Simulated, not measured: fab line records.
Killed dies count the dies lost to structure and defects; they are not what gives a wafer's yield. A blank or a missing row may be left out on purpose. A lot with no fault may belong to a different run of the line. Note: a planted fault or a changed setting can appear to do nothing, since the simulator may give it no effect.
3 desks, one fault | flow n5Finfet | what lay behind the numbers comes last; until then each desk has only its own

TOOL OWNER'S DESK, rieDiel-02
The tool's own readings at N5_BEOL_M8_ETCH_66 (etches SOC in N2/H2, target depth 80 nm, overetch 16 nm, time 120 s): means of the sampled wafers that have a number, for each lot that ran on this tool. Marked OUT: a lot whose mean sits more than 4 standard deviations from the usual mean, which makes it out of limits; the brackets give that distance.
Columns: A = biasW at N5_BEOL_M8_ETCH_66, usual 150.0 W; B = drypumpMotorCurrentA at N5_BEOL_M8_ETCH_66, usual 5.7 A; C = oesProductAu at N5_BEOL_M8_ETCH_66, usual 0.61 a.u.; D = rfFwdPowerW at N5_BEOL_M8_ETCH_66, usual 836 W; E = rfVppV at N5_BEOL_M8_ETCH_66, usual 524.9 V; F = showerheadPlenumPTorr at N5_BEOL_M8_ETCH_66, usual 2.58 Torr; G = throttleValvePct at N5_BEOL_M8_ETCH_66, usual 17.88 %
lot  | first seen here | A     | B   | C    | D              | E               | F    | G
L197 | day 12 19:14    | 149.7 | 5.6 | 0.57 | 1041 (+68) OUT | 487.3 (-13) OUT | 2.50 | 17.96
L198 | day 13 07:16    | 149.7 | 5.7 | 0.56 | 1034 (+66) OUT | 487.5 (-13) OUT | 2.56 | 17.93
L200 | day 19 07:43    | 149.7 | 5.6 | 0.61 | 835            | 526.8           | 2.66 | 17.90
This desk finds L197, L198 out of limits, L197 being first, at day 12 19:14 (rfFwdPowerW at N5_BEOL_M8_ETCH_66). In limits: L200.

THE DEFECT DESK
Lot by lot, what the route's inspections counted, given as the mean of those sampled wafers with a number. Marked OUT: a lot whose mean sits more than 4 standard deviations from the usual mean, which makes it out of limits; the brackets give that distance.
Columns: A = rawDefectCount at N5_BEOL_M8_INSPECT_30, usual 385
lot  | first seen here | A
L197 | day 12 19:06    | 312
L198 | day 13 07:08    | 416
L206 | day 17 10:13    | 407
L215 | day 18 00:16    | 354
L209 | day 18 06:22    | 373
L200 | day 19 07:35    | 419
This desk's verdict: no lot among the 6 shows anything out of limits.

METROLOGY DESK
Means of the sampled wafers that have a number, per lot and without regard to the tool the lot ran on: this is what the gauges read. Marked OUT: a lot whose mean sits more than 4 standard deviations from the usual mean, which makes it out of limits; the brackets give that distance.
Columns: A = cdNm at N5_BEOL_M8_CD_MEAS_28, usual 40.06 nm; B = V7_OVL at N5_BEOL_M8_OVL_MEAS_29, usual -0.6 nm
lot  | first seen here | A     | B
L197 | day 12 19:01    | 39.92 | -0.7
L198 | day 13 07:04    | 40.25 | -1.0
L206 | day 17 10:08    | 40.13 | -0.1
L215 | day 18 00:10    | 40.35 | -1.5
L209 | day 18 06:17    | 40.03 | -0.3
L200 | day 19 07:31    | 40.15 | -1.5
This desk's verdict: no lot among the 6 shows anything out of limits.

ALL TOGETHER
The tool owner's desk had the chance to raise an alarm at day 12 19:14 on L197, L198.
Nothing out of limits was seen by the defect desk.
From the metrology desk's view, nothing was out of limits.
The defect desk has L197, L198 on record, within its limits.
The metrology desk holds a record of L197, L198, inside its limits.
On rieDiel-02, each named lot ran N5_BEOL_M8_ETCH_66.

WHAT THE SIMULATOR HAD PUT IN
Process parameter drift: rieDiel-02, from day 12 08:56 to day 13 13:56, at N5_BEOL_M8_ETCH_66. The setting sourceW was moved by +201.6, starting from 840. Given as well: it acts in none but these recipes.
Shown lots that were struck: L197, L198.
How many hours passed from the start of the fault until each desk's first out-of-limits reading: the tool owner's desk, 10.
